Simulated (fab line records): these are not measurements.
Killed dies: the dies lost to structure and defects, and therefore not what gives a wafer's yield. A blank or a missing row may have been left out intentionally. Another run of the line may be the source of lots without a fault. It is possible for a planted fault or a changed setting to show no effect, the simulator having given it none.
Split-lot experiment / flow n5 finfet / 7 lots, 21 wafers read, on a route of 1938 steps

## ON THE SPLIT
At N5_BEOL_M6_ETCH_41 (etches SiCN in CH3F/O2, target depth 29.7 nm, time 52 s), the setting time s was moved away from the recipe's 52 s on 10 of the 21 wafers read, by -21.1% to +12.4%. All remaining wafers had this setting at the recipe value.

The reading is taken at the split's own step.

## THE READING
etch.depth nm (the simulator's own value, which no gauge read), in nm, at N5_BEOL_M6_ETCH_41 (etches SiCN in CH3F/O2, target depth 29.7 nm, time 52 s). There is no usual value for it anywhere in the file. Across the 11 wafers here that went through the recipe, the average is 19.36 nm and the standard deviation 0.54 nm.

wafer=L080.1; tool, chamber at the split=rie diel-01, 1; time s as run, s=52; against the recipe=recipe; etch.depth nm, nm=19.68; against lot-mates on the recipe=-
wafer=L080.2; tool, chamber at the split=rie diel-01, 0; time s as run, s=41.02; against the recipe=-21.1%; etch.depth nm, nm=16.16; against lot-mates on the recipe=-3.52
wafer=L080.4; tool, chamber at the split=rie diel-01, 2; time s as run, s=41.02; against the recipe=-21.1%; etch.depth nm, nm=14.93; against lot-mates on the recipe=-4.75
wafer=L084.2; tool, chamber at the split=rie diel-02, 1; time s as run, s=52; against the recipe=recipe; etch.depth nm, nm=18.61; against lot-mates on the recipe=-
wafer=L084.4; tool, chamber at the split=rie diel-02, 3; time s as run, s=58.44; against the recipe=+12.4%; etch.depth nm, nm=22.69; against lot-mates on the recipe=+4.08
wafer=L084.5; tool, chamber at the split=rie diel-02, 0; time s as run, s=58.44; against the recipe=+12.4%; etch.depth nm, nm=22.26; against lot-mates on the recipe=+3.65
wafer=L085.2; tool, chamber at the split=rie diel-01, 1; time s as run, s=52; against the recipe=recipe; etch.depth nm, nm=19.45; against lot-mates on the recipe=-
wafer=L085.5; tool, chamber at the split=rie diel-01, 3; time s as run, s=52; against the recipe=recipe; etch.depth nm, nm=18.99; against lot-mates on the recipe=-
wafer=L085.6; tool, chamber at the split=rie diel-01, 1; time s as run, s=52; against the recipe=recipe; etch.depth nm, nm=19.38; against lot-mates on the recipe=-
wafer=L090.2; tool, chamber at the split=rie diel-02, 3; time s as run, s=55.54; against the recipe=+6.8%; etch.depth nm, nm=21.69; against lot-mates on the recipe=no lot-mate on the recipe
wafer=L090.4; tool, chamber at the split=rie diel-02, 2; time s as run, s=55.54; against the recipe=+6.8%; etch.depth nm, nm=20.81; against lot-mates on the recipe=no lot-mate on the recipe
wafer=L090.5; tool, chamber at the split=rie diel-02, 3; time s as run, s=55.54; against the recipe=+6.8%; etch.depth nm, nm=21.49; against lot-mates on the recipe=no lot-mate on the recipe
wafer=L093.1; tool, chamber at the split=rie diel-05, 3; time s as run, s=52; against the recipe=recipe; etch.depth nm, nm=19.6; against lot-mates on the recipe=-
wafer=L093.3; tool, chamber at the split=rie diel-05, 1; time s as run, s=52; against the recipe=recipe; etch.depth nm, nm=19.8; against lot-mates on the recipe=-
wafer=L093.6; tool, chamber at the split=rie diel-05, 3; time s as run, s=56.7; against the recipe=+9.0%; etch.depth nm, nm=21.32; against lot-mates on the recipe=+1.62
wafer=L094.1; tool, chamber at the split=rie diel-01, 1; time s as run, s=52; against the recipe=recipe; etch.depth nm, nm=19.34; against lot-mates on the recipe=-
wafer=L094.4; tool, chamber at the split=rie diel-01, 2; time s as run, s=52; against the recipe=recipe; etch.depth nm, nm=18.73; against lot-mates on the recipe=-
wafer=L094.5; tool, chamber at the split=rie diel-01, 2; time s as run, s=52; against the recipe=recipe; etch.depth nm, nm=18.84; against lot-mates on the recipe=-
wafer=L095.1; tool, chamber at the split=rie diel-01, 3; time s as run, s=45.33; against the recipe=-12.8%; etch.depth nm, nm=16.76; against lot-mates on the recipe=-3.82
wafer=L095.2; tool, chamber at the split=rie diel-01, 0; time s as run, s=52; against the recipe=recipe; etch.depth nm, nm=20.58; against lot-mates on the recipe=-
wafer=L095.4; tool, chamber at the split=rie diel-01, 2; time s as run, s=45.33; against the recipe=-12.8%; etch.depth nm, nm=16.72; against lot-mates on the recipe=-3.86

THE FIT
A straight line over all 21 wafers: etch.depth nm changes by +0.209 nm for each +1% of time s; r = +0.96; the points scatter about the line by 0.56 nm.
The same after taking each lot's own level away (the mean of its wafers on the recipe; 18 wafers): +0.24 nm for each +1%; r = +0.97; scatter 0.61 nm.
That fit puts the effect of the largest move of time s on the reading at 5.1 nm.
The lots' own levels span 18.610 to 20.580 nm, that is 3.6 times the standard deviation above.
So the lot-to-lot level changes the slope: the two fits differ.
Check: -5.6 nm against its lot-mates is what the line predicts for one of the wafers moved furthest among these (-21.1%) when that wafer is left out of the fit. It came out at -3.52 nm against them.

## THE OTHER SPLITS THESE WAFERS WENT THROUGH
Before the reading, these wafers also passed through other splits. Each is held against what the fit with the lots' levels taken away leaves over:
other split on the same wafers=N5_BEOL_M5_ALD_86 co reactant pulse time s; wafers away from the commonest value=5; r with etch.depth nm (lot level and that fit taken away)=-0.08

## THE FILE'S OWN FIT
etch.depth nm changes by +0.236 nm for each +1% of time s, r = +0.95.
